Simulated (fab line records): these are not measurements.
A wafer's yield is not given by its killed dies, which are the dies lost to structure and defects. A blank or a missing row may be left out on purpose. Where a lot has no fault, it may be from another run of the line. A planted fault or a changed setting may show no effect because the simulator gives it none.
Split-lot trial -- flow n5Finfet -- on a route of 1938 steps: 7 lots, 21 wafers read

THE SPLIT ITSELF
At N5_BEOL_M14_TRENCH_ETCH_34 (etches SiO2 in C4F8/O2/Ar, target depth 556.65 nm, time 126.9 s), the setting biasW was moved away from the recipe's 2040 W on 7 of the 21 wafers read, by -15.4% to +16.1%. The other wafers ran this setting at the recipe's value.

The reading comes from the split's own step.

THE READING
rfVppV, in V, at N5_BEOL_M14_TRENCH_ETCH_34 (etches SiO2 in C4F8/O2/Ar, target depth 556.65 nm, time 126.9 s). Typical for fault-free wafers on this fab line: 2221 V, with standard deviation 68 V.

wafer,"tool, chamber at the split","biasW as run, W",against the recipe,"rfVppV, V",against lot-mates on the recipe
L077.4,"rieDiel-03, 3",2040,recipe,2197,-
L077.5,"rieDiel-03, 1",1726,-15.4%,2050,-185
L077.6,"rieDiel-03, 2",2040,recipe,2273,-
L078.1,"rieDiel-04, 3",2040,recipe,2192,-
L078.4,"rieDiel-04, 1",2040,recipe,2135,-
L078.5,"rieDiel-04, 2",2040,recipe,2143,-
L080.2,"rieDiel-03, 0",2040,recipe,2275,-
L080.3,"rieDiel-03, 1",2369,+16.1%,2548,+314
L080.5,"rieDiel-03, 3",2040,recipe,2194,-
L084.2,"rieDiel-04, 2",2040,recipe,2144,-
L084.4,"rieDiel-04, 3",2040,recipe,2190,-
L084.6,"rieDiel-04, 0",2040,recipe,2205,-
L088.1,"rieDiel-03, 2",2040,recipe,2272,-
L088.2,"rieDiel-03, 1",1763,-13.6%,2079,-193
L088.6,"rieDiel-03, 3",1763,-13.6%,1980,-292
L087.1,"rieDiel-05, 3",1792,-12.2%,2102,-140
L087.2,"rieDiel-05, 2",2040,recipe,2242,-
L087.3,"rieDiel-05, 1",1792,-12.2%,2163,-79
L094.2,"rieDiel-04, 2",2040,recipe,2143,-
L094.3,"rieDiel-04, 3",1817,-10.9%,2019,-172
L094.5,"rieDiel-04, 0",2040,recipe,2240,-

THE FIT
A straight line over all 21 wafers: rfVppV changes by +13.6 V for each +1% of biasW; r = +0.86; the points scatter about the line by 62 V.
The same after taking each lot's own level away (the mean of its wafers on the recipe; 21 wafers): +15.3 V for each +1%; r = +0.93; scatter 46 V.
Per that fit: largest biasW move, reading shift of 2.5e+02 V.
Across the lots, their own levels run from 2156.7 to 2272.0 V, a range of 1.7 times the standard deviation given above.
Hence the slope depends on the lot-to-lot level, as the two fits are not the same.
Check: for one of the wafers moved furthest among these (+16.1%), held out of the fit, the line's prediction against its lot-mates is +222 V. It came out at +314 V against them.
Tool readings at the split's step, against how far the setting was moved: rfVppV r = +0.86.

OTHER SPLITS ON THESE WAFERS
These wafers also went through other splits before the reading. Each is held against what the fit with the lots' levels taken away leaves over:
other split on the same wafers,wafers away from the commonest value,r with rfVppV (lot level and that fit taken away)
N5_BEOL_M11_EXPOSE_08 doseMj,8,-0.13
N5_BEOL_M13_ETCH_68 timeS,7,-0.07
N5_BEOL_M13_SPUTTER_44 timeS,10,+0.09

THE FILE'S OWN FIT
rfVppV changes by +15.2 V for each +1% of biasW, r = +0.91.
